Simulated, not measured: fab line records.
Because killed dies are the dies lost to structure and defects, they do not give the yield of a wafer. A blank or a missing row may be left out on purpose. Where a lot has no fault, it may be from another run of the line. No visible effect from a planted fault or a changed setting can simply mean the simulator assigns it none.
The tool behind it: which one? | flow n5Finfet | 24 lots, 72 wafers sampled, at 3 steps of a route of 1938

== WHAT THE GAUGES READ, wafer by wafer ==
N5_PMOS_HMC_CHANNEL_EPI_THK_MEAS_22.
lot  | measured    | on           | HMC_CMP_THK (nm)
L074 | day 1 20:04 | filmMetro-01 | 53.5 52.9 53.7
L075 | day 2 03:07 | filmMetro-02 | 54.5 54.5 54.8
L076 | day 2 07:59 | filmMetro-01 | 54.0 55.0 54.3
L077 | day 2 13:53 | filmMetro-01 | 54.1 52.7 54.0
L078 | day 2 20:26 | filmMetro-01 | 54.7 54.2 54.8
L079 | day 3 02:43 | filmMetro-02 | 54.3 54.3 54.6
L080 | day 3 08:32 | filmMetro-01 | 54.5 54.2 53.4
L081 | day 3 15:44 | filmMetro-01 | 53.5 52.9 53.4
L082 | day 3 20:40 | filmMetro-02 | 54.7 54.9 54.2
L083 | day 4 02:25 | filmMetro-01 | 53.5 53.4 53.3
L084 | day 4 08:02 | filmMetro-02 | 53.2 53.2 52.8
L085 | day 4 15:02 | filmMetro-01 | 54.1 54.7 54.6
L086 | day 4 20:29 | filmMetro-02 | 53.7 53.7 53.9
L087 | day 5 03:28 | filmMetro-02 | 54.0 54.3 52.9
L088 | day 5 08:22 | filmMetro-02 | 53.4 53.6 53.5
L089 | day 5 15:12 | filmMetro-01 | 53.1 54.2 53.7
L090 | day 5 20:55 | filmMetro-01 | 53.4 53.8 53.6
L091 | day 6 02:30 | filmMetro-01 | 53.1 53.7 53.7
L092 | day 6 07:50 | filmMetro-02 | 53.3 53.9 54.0
L093 | day 6 15:08 | filmMetro-02 | 53.6 53.5 53.4
L094 | day 6 20:34 | filmMetro-01 | 52.6 54.7 54.6
L095 | day 7 01:55 | filmMetro-02 | 53.5 54.0 53.5
L096 | day 7 08:08 | filmMetro-02 | 53.6 53.3 53.9
L097 | day 7 13:11 | filmMetro-01 | 53.7 53.6 53.3

N5_DUMMY_GATE_CD_MEAS_15: target cd 25.8 nm.
lot  | measured    | on       | cdNm (nm)
L074 | day 2 22:37 | cdSem-02 | 24.95 25.25 24.63
L075 | day 3 06:44 | cdSem-02 | 25.20 25.02 24.70
L076 | day 3 11:52 | cdSem-01 | 24.86 24.76 24.79
L077 | day 4 00:53 | cdSem-03 | 25.42 24.70 25.11
L078 | day 4 04:56 | cdSem-03 | 25.01 25.37 25.42
L079 | day 4 08:50 | cdSem-01 | 24.87 25.35 24.76
L080 | day 4 13:44 | cdSem-03 | 24.89 25.03 24.71
L081 | day 4 17:32 | cdSem-02 | 25.00 24.69 25.48
L082 | day 4 22:50 | cdSem-01 | 25.03 24.84 25.16
L083 | day 5 04:37 | cdSem-02 | 25.10 25.28 25.37
L084 | day 5 10:22 | cdSem-01 | 25.35 24.95 25.19
L085 | day 5 18:55 | cdSem-02 | 25.12 25.39 25.15
L086 | day 5 23:16 | cdSem-02 | 25.09 25.39 24.90
L087 | day 6 04:40 | cdSem-01 | 25.12 25.27 25.01
L088 | day 6 10:14 | cdSem-02 | 24.84 24.89 25.14
L089 | day 6 18:49 | cdSem-02 | 25.17 25.69 24.97
L090 | day 7 07:48 | cdSem-02 | 25.07 24.42 24.94
L091 | day 7 07:36 | cdSem-02 | 24.97 25.15 24.58
L092 | day 7 15:30 | cdSem-01 | 25.35 25.26 24.88
L093 | day 7 20:57 | cdSem-03 | 24.67 25.21 25.56
L094 | day 8 05:10 | cdSem-03 | 24.81 25.03 25.27
L095 | day 8 04:59 | cdSem-03 | 25.11 25.12 24.91
L096 | day 8 12:52 | cdSem-03 | 25.07 25.66 25.47
L097 | day 8 17:17 | cdSem-03 | 24.97 25.22 24.91

== WHAT TOOL EACH LOT RAN ON (gives the tool, then ch and the chambers of the sampled wafers, and finally the start) ==
lot  | N5_FIN_CUT_PRECLEAN_35
L074 | vaporEtch-02 ch 0,1, day 2 03:54
L075 | vaporEtch-02 ch 0,1, day 2 10:25
L076 | vaporEtch-02 ch 0,1, day 2 16:18
L077 | vaporEtch-02 ch 0,1, day 3 04:12
L078 | vaporEtch-02 ch 0,1, day 3 08:53
L079 | vaporEtch-01 ch 0,1, day 3 12:45
L080 | vaporEtch-01 ch 0,1, day 3 17:44
L081 | vaporEtch-01 ch 0,1, day 3 23:19
L082 | vaporEtch-02 ch 0,1, day 4 04:31
L083 | vaporEtch-01 ch 0,1, day 4 10:57
L084 | vaporEtch-01 ch 0,1, day 4 16:01
L085 | vaporEtch-01 ch 0,1, day 4 23:34
L086 | vaporEtch-02 ch 0,1, day 5 05:35
L087 | vaporEtch-01 ch 0,1, day 5 10:56
L088 | vaporEtch-02 ch 0,1, day 5 16:07
L089 | vaporEtch-02 ch 0,1, day 5 23:10
L090 | vaporEtch-01 ch 0,1, day 6 05:49
L091 | vaporEtch-02 ch 0,1, day 6 11:11
L092 | vaporEtch-02 ch 0,1, day 6 15:34
L093 | vaporEtch-01 ch 0,1, day 7 01:19
L094 | vaporEtch-01 ch 0,1, day 7 06:22
L095 | vaporEtch-02 ch 1, day 7 10:22
L096 | vaporEtch-02 ch 0, day 7 15:58
L097 | vaporEtch-02 ch 0, day 7 21:01
- N5_FIN_CUT_PRECLEAN_35: cleans in vHF, time 13.3 s.

== AS READ BY THE TOOLS THEMSELVES (means over the sampled wafers that have a number; for cases with no such wafer, the mark the record gives instead) ==
N5_FIN_CUT_PRECLEAN_35.
lot  | tool         | drypumpMotorCurrentA (A) | forelinePTorr (Torr)
L074 | vaporEtch-02 | 6.2                      | 0.1279
L075 | vaporEtch-02 | 6.2                      | 0.1280
L076 | vaporEtch-02 | 6.2                      | 0.1280
L077 | vaporEtch-02 | 6.1                      | 0.1277
L078 | vaporEtch-02 | 6.2                      | 0.1280
L079 | vaporEtch-01 | 5.5                      | 0.1278
L080 | vaporEtch-01 | 5.5                      | 0.1277
L081 | vaporEtch-01 | 5.5                      | 0.1280
L082 | vaporEtch-02 | 6.1                      | 0.1280
L083 | vaporEtch-01 | 5.6                      | 0.1277
L084 | vaporEtch-01 | 5.5                      | 0.1279
L085 | vaporEtch-01 | 5.5                      | 0.1275
L086 | vaporEtch-02 | 6.2                      | 0.1280
L087 | vaporEtch-01 | 5.5                      | 0.1278
L088 | vaporEtch-02 | 6.2                      | 0.1279
L089 | vaporEtch-02 | 6.1                      | 0.1278
L090 | vaporEtch-01 | 5.5                      | 0.1279
L091 | vaporEtch-02 | 6.2                      | 0.1275
L092 | vaporEtch-02 | 6.1                      | 0.1279
L093 | vaporEtch-01 | 5.5                      | 0.1283
L094 | vaporEtch-01 | 5.5                      | 0.1284
L095 | vaporEtch-02 | 6.0                      | 0.1280
L096 | vaporEtch-02 | 6.3                      | 0.1281
L097 | vaporEtch-02 | 6.3                      | 0.1282

== THE ANSWER, worked out from the rows above alone ==
Rule: usual is defined by the lots themselves. The widest of any qualifying gaps counts: lots, ordered by their means at a reading, are off when they make up no more than a third of the lots, leave a main group of 4 or more, and stand apart from it by 3 or more times the standard deviation of that group's means. Not used: any main group whose means are identical at the precision the tables above print for the reading. Also off: a lot with no number at a reading for which 4 or more lots have one. Any other lot the step has rows for is counted as sound. First the gauges in route order, then the tools' own readings, where a lot's mean is used as printed above. The first step at which some lot is off is used, and at that step the reading that is off furthest; a lot without a number counts as furthest.
Nothing can be told from this: no lot is off at any reading shown.

== WHAT WAS PUT IN BY THE SIMULATOR ==
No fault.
